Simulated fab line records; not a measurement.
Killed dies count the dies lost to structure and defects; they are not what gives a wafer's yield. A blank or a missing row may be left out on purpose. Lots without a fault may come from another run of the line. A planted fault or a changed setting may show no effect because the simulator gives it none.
Chamber matching -- flow n5 finfet -- N5_SDB_CMP_30 on cmp-04 has 4 sister chambers
The step polishes, stops on poly-Si, t overpolish 1.54 s, target thk 30 nm. 4 wafers are shown with their chamber, then 9 later ones without.

WAFERS PAIRED WITH THEIR CHAMBERS
wafer,chamber,motor current A (A)
L086.5,0,11.9
L086.6,1,10.3
L087.5,3,11.9
L087.6,2,14.6

WAFERS WHOSE CHAMBER IS MISSING
wafer,motor current A (A)
L090.1,11.6
L090.3,11.8
L090.5,14.4
L095.2,14.3
L095.3,11.4
L095.5,11.3
L095.1,10.4
L095.4,11.3
L095.6,11.6

CHAMBER TAKEN BY EACH
wafer,from the rows above,in truth
L090.1,can't be placed: 0 or 3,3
L090.3,can't be placed: 0 or 3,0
L090.5,2,2
L095.2,2,2
L095.3,can't be placed: 0 or 3 or 1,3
L095.5,can't be placed: 0 or 3 or 1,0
L095.1,1,1
L095.4,can't be placed: 0 or 3 or 1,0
L095.6,can't be placed: 0 or 3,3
3 of 9 placed correctly. From these rows, 6 cannot be placed; in 6 the true chamber is one of the candidates. Number placed wrongly: 0.
How it was worked out, from the rows above alone: a wafer's distance from a chamber is the root of the sum, over the readings, of the square of ((its reading less the chamber's mean) divided by the reading's scatter). If the next closest chamber is less than 2 further off than the closest, the wafer can't be placed; otherwise it belongs to the closest. Each chamber's mean is taken over the wafers shown for it. The scatter: root of mean squared gap, hidden wafer to nearest shown wafer, with one shown wafer a chamber.
